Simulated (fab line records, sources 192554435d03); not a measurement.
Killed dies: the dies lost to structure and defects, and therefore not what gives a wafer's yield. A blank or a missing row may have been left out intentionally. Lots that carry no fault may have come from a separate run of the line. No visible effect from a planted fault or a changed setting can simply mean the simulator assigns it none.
A struck lot beside a sound one | flow n5-finfet | 36 out of 1938 route steps
Sound: wafers L993.1, L993.3, L993.5. Wafers struck: L989.1, L989.2, L989.4. The cause is given at the end.
Each step with rows lists, per side, the tool, then ch with its chambers, then its first start. Under that, the readings that differ: sound wafers | struck wafers | difference of the means | sigmas: that difference in standard deviations of wafers without a fault.
alike: same words and numbers on both sides, and readings whose means sit less than 2 such deviations apart. not compared: any withheld reading, any reading some wafer has no value for, any bound like >300 that may hide the same value, and any number with overlapping values for which the record gives no deviation.
The two part at a step that has a row with sigmas, a row that says differs or no value, or rows on one side only. Numbers that don't overlap but have no deviation are shown without sigmas and don't part them. A reading missing from all wafers of one side parts the sides only when that side holds two or more wafers.

first, 9 steps without rows for these wafers: N5_BEOL_M4_ANNEAL_95 (time 240 s); N5_BEOL_M4_SPUTTER_96 (material Cu, target thk 4.5 nm, time 8.29 s); N5_BEOL_M4_ECD_50 (material Cu, target thk 300 nm); N5_BEOL_M4_ANNEAL_51 (time 90 s); N5_BEOL_M4_CMP_52 (polishes, stops on SiOC, t overpolish 6.8 s, target thk 40 nm); N5_BEOL_M4_PRE_CLEAN_60 (time 15 s); N5_BEOL_M4_CO_CAP_55 (material Co, precursor CCTBA/H2, target thk 2 nm, time 102.1 s); N5_BEOL_M4_PRE_CLEAN_56 (time 15 s); N5_BEOL_M4_DEP_57 (deposits SiCN from 3MS/NH3, target thk 8 nm, time 14 s).
N5_BEOL_M4_RC_MEAS_101:
  sound on prober-02 ch 0, day 14 01:37; struck on prober-02 ch 0, day 14 06:43
  alike: DIBL_N, DIBL_P, IOFF_N, IOFF_P, ION_N, ION_P, SS_N, SS_P, VT_N, VT_P
then, 24 steps without rows for these wafers: N5_BEOL_M5_ILD_DEP_00 (deposits SiCOH lowk from DEMS/porogen, target thk 140.64 nm, time 25.9 s); N5_BEOL_M5_CURE_79 (cures SiCOH lowk, time 240 s); N5_BEOL_M5_PECVD_70 (deposits SiO2 from TEOS/O2, target thk 16 nm, time 18 s); N5_BEOL_M5_HM_DEP_02 (deposits TiN, target thk 20 nm); N5_BEOL_M5_COAT_59 (time 60 s, resist thk 60 nm); N5_BEOL_M5_COAT_60 (time 60 s, resist thk 12 nm); N5_BEOL_M5_COAT_71 (time 60 s, resist thk 5 nm); N5_BEOL_M5_COAT_05 (resist thk 30 nm); N5_BEOL_M5_EBR_07; N5_BEOL_M5_SOFTBAKE_06 (time 60 s); N5_BEOL_M5_EXPOSE_08 (exposes mask M5, target cd 28 nm); N5_BEOL_M5_PEB_09 (peb time 60 s); N5_BEOL_M5_DEVELOP_10 (develop time 30 s); N5_BEOL_M5_DESCUM_16 (chemistry O2, time 7 s); N5_BEOL_M5_ETCH_72 (etches underlayer in N2/H2, target depth 6.5 nm, time 5.2 s); N5_BEOL_M5_ETCH_61 (etches SiARC in CF4, target depth 15.6 nm, time 26 s); N5_BEOL_M5_ETCH_62 (etches SOC in N2/H2, target depth 75 nm, overetch 15 nm, time 112.5 s); N5_BEOL_M5_STRIP_63 (strips in N2/H2); N5_BEOL_M5_STRIP_73 (strips in N2/H2); N5_BEOL_M5_STRIP_64 (strips in CF4); N5_BEOL_M5_HM_OPEN_17 (chemistry Cl2/BCl3, target TiN, target depth 20 nm, overetch 6 nm); N5_BEOL_M5_STRIP_19 (strips in O2); N5_BEOL_M5_COAT_65 (time 60 s, resist thk 60 nm); N5_BEOL_M5_COAT_66 (time 60 s, resist thk 12 nm).
N5_BEOL_M7_VIA_ETCH_34: etches SiCOH lowk in C4F6/O2, target depth 125.5 nm, time 50.5 s.
  sound on rie-diel-01 ch 0,3, day 15 03:30; struck on rie-diel-01 ch 1,2,3, day 15 06:10
  no value came back on the struck wafers for any of 7 readings (C4F6_flow_sccm (sccm), O2_flow_sccm (sccm) and others); on the sound wafers C4F6_flow_sccm (sccm) reads 10.031 10.043 10.031
  reading                                    | sound      | struck      | difference | sigmas
  model.SiARC_of_BEOL_M7_COAT_64.thk-nm (nm) | 0 0 0      | 6.6 6.6 6.6 | +6.6       |
  model.SOC_of_BEOL_M7_COAT_63.thk-nm (nm)   | 54.2 54 54 | 60 60 60    | +6         |
  not compared: rf-hours-counter-h
-- here the record skips 3 days between the struck wafers' starts before and after, leaving off in module BEOL_M7 and picking up in module PASSIVATION (first step shown: number 1936 of the route) --
N5_PASSIVATION_PROBE_49:
  record: rows for the struck wafers here (prober-02, day 18 17:34), none for the sound ones

WHERE THEY PART
First at N5_BEOL_M7_VIA_ETCH_34; last, within this record, at N5_PASSIVATION_PROBE_49.

WHY: what had been put in by the simulator
Step skipped in full: rie-diel-01, at N5_BEOL_M7_VIA_ETCH_34, from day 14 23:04 onward. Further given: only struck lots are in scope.
